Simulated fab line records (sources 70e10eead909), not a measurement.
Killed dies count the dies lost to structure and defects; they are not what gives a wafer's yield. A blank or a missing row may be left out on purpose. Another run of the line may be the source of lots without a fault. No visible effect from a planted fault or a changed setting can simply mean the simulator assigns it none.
The same fault as seen by 2 desks + flow nand_harc + numbers are kept per desk, each desk with only its own; the story behind them comes last

AT THE TOOL OWNER'S DESK: pecvd_onon-04
The tool's own readings at NHARC_A_ONON_D2_DEP_03 (target thk 1000 nm): means of the sampled wafers that have a number, for each lot that ran on this tool. If a lot's mean is further than 4 standard deviations from the usual mean, the lot is out of limits and carries the mark OUT (the distance appears in the brackets).
Columns: A = nh3_flow_sccm at NHARC_A_ONON_D2_DEP_03, usual 500.0 sccm
| lot  | first seen here | A     |
|------|-----------------|-------|
| L996 | day 13 17:09    | 502.7 |
| L102 | day 14 14:59    | 498.7 |
| L104 | day 15 18:05    | 499.1 |
| L105 | day 16 05:30    | 500.1 |
| L106 | day 17 01:40    | 499.5 |
| L107 | day 17 05:18    | 499.8 |
| L109 | day 17 12:29    | 499.5 |
| L119 | day 22 05:05    | 500.7 |
This desk found nothing out of limits on any of the 8 lots.

AT THE METROLOGY DESK
Lot by lot, what the gauges showed, no matter which tool ran the lot: averages of those sampled wafers that carry a number. If a lot's mean is further than 4 standard deviations from the usual mean, the lot is out of limits and carries the mark OUT (the distance appears in the brackets).
Columns: A = thk_nm at NHARC_A_ONON_D2_THK_MEAS_05, usual 998 nm
| lot  | first seen here | A             |
|------|-----------------|---------------|
| L998 | day 13 17:25    | 991           |
| L996 | day 13 17:40    | 992           |
| L997 | day 13 17:47    | 994           |
| L100 | day 14 08:20    | 998           |
| L101 | day 14 15:19    | 1008          |
| L102 | day 14 15:19    | 1007          |
| L104 | day 15 18:32    | 1020          |
| L105 | day 16 06:01    | 982           |
| L106 | day 17 02:07    | 876 (-12) OUT |
| L107 | day 17 05:46    | 818 (-18) OUT |
| L109 | day 17 12:59    | 812 (-19) OUT |
| L116 | day 20 12:41    | 1007          |
| L117 | day 21 12:43    | 977           |
| L118 | day 21 23:53    | 1005          |
| L119 | day 22 05:32    | 1013          |
Finding of this desk: L106, L107, L109 out of limits; the first was L106 at day 17 02:07, on thk_nm at NHARC_A_ONON_D2_THK_MEAS_05. In limits: L998, L996, L997, L100, L101, L102, L104, L105, L116, L117, L118, L119.

TAKEN TOGETHER
Metrology desk: alarm possible at day 17 02:07 on L106, L107, L109.
The tool owner's desk saw nothing out of limits.
The tool owner's desk has L106, L107, L109 on record, within its limits.
On pecvd_onon-04, each named lot ran NHARC_A_ONON_D2_DEP_03.

WHAT THE SIMULATOR HAD PUT IN
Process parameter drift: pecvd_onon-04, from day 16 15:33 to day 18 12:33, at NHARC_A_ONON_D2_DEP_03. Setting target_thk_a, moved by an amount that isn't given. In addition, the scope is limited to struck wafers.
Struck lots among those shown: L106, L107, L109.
Delay in hours, fault start to first out-of-limits reading, per desk: metrology desk 11.
